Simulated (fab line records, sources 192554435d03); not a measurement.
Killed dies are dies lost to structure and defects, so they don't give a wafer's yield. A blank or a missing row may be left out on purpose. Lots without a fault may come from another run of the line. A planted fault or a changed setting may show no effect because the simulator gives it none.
A struck lot beside a sound one | flow n5_finfet | 15 steps out of a route of 1938
Sound: wafers L411.2, L411.3, L411.6. Struck: wafer L414.2. (L414.3 of the same lot was not struck and is left out.) The cause comes at the end.
At each step with rows: each side's tool, then ch and its chambers, then its first start. Under that, the readings that differ: sound wafers | struck wafers | difference of the means | sigmas: that difference in standard deviations of wafers without a fault.
alike: readings whose means differ by less than 2 such deviations, and words and numbers that are the same on both sides. not compared: withheld readings, readings that some wafer has no value for, bounds like >300 that may hide the same value, and numbers for which the record gives no deviation and whose values overlap.
The two part at a step that has a row with sigmas, a row that says differs or no value, or rows on one side only. Numbers that don't overlap but have no deviation are shown without sigmas and don't part them. A reading that every wafer of one side lacks parts them only if that side has two wafers or more.

first, 7 steps without rows for these wafers: N5_SDB_COAT_04 (time 60 s, resist thk 18 nm); N5_SDB_COAT_05 (resist thk 90 nm); N5_SDB_EBR_07; N5_SDB_SOFTBAKE_06 (time 60 s); N5_SDB_EXPOSE_08 (exposes mask SDB); N5_SDB_PEB_09 (peb time 60 s); N5_SDB_DEVELOP_10 (develop time 30 s).
N5_SDB_CD_MEAS_11: target cd 50 nm.
  sound on cd_sem-02 ch 0, day 5 20:02; struck on cd_sem-02 ch 0, day 6 12:04
  alike: cd_nm
N5_SDB_OVL_MEAS_12:
  sound on overlay-01 ch 0, day 5 20:04; struck on overlay-01 ch 0, day 6 12:05
  alike: SDB_OVL
N5_SDB_INSPECT_13: inspects for defects (brightfield).
  sound on defect_inspect-02, day 5 20:06; struck on defect_inspect-01, day 6 12:07
  alike: raw_defect_count
N5_SDB_DESCUM_16: chemistry O2, time 7.9 s.
  sound on rie_diel-01 ch 0,1,3, day 5 20:09; struck on rie_diel-01 ch 0, day 6 12:13
  alike: chamber_pressure_mTorr, drypump_motor_current_A, oes_product_au, rf_vpp_V, showerhead_plenum_p_Torr, throttle_valve_pct
  not compared: rf_hours_counter_h
N5_SDB_ETCH_17: etches SiARC in CF4, target depth 23.4 nm, time 39 s.
  sound on rie_diel-01 ch 0,1,3, day 5 20:11; struck on rie_diel-01 ch 0, day 6 12:16
  alike: bias_w, cf4_flow_sccm, chamber_pressure_mTorr, drypump_motor_current_A, etch_rf_on_time_s, oes_product_au, rf_vpp_V, showerhead_plenum_p_Torr, throttle_valve_pct
  not compared: rf_hours_counter_h
N5_SDB_ETCH_18: etches SOC in N2/H2, target depth 100 nm, overetch 20 nm, time 150 s.
  sound on rie_diel-01 ch 0,1,3, day 5 20:13; struck on rie_diel-01 ch 0, day 6 12:17
  reading                                | sound        | struck | difference | sigmas
  model.SiARC_of_SDB_COAT_04.thk_nm (nm) | 12.8 13 12.6 | 12     | -1         |
  alike: bias_w, chamber_pressure_mTorr, drypump_motor_current_A, oes_product_au, rf_vpp_V, showerhead_plenum_p_Torr, throttle_valve_pct
  not compared: rf_hours_counter_h
then, 1 step without rows for these wafers: N5_SDB_STRIP_19 (strips in N2/H2).
-- the record jumps here: 4 days lie between the struck wafers' starts before and after (it left off in module SDB and takes up again in module BEOL_M4, whose first step shown is number 1111 of the route) --
N5_BEOL_M4_RC_MEAS_101:
  sound on prober-01 ch 0, day 10 06:04; struck on prober-01 ch 0, day 10 19:34
  alike: DIBL_N, DIBL_P, IOFF_N, IOFF_P, ION_N, ION_P, SS_N, SS_P, VT_N, VT_P

WHERE THEY PART
Nowhere in this record.

WHY: what the simulator had put in
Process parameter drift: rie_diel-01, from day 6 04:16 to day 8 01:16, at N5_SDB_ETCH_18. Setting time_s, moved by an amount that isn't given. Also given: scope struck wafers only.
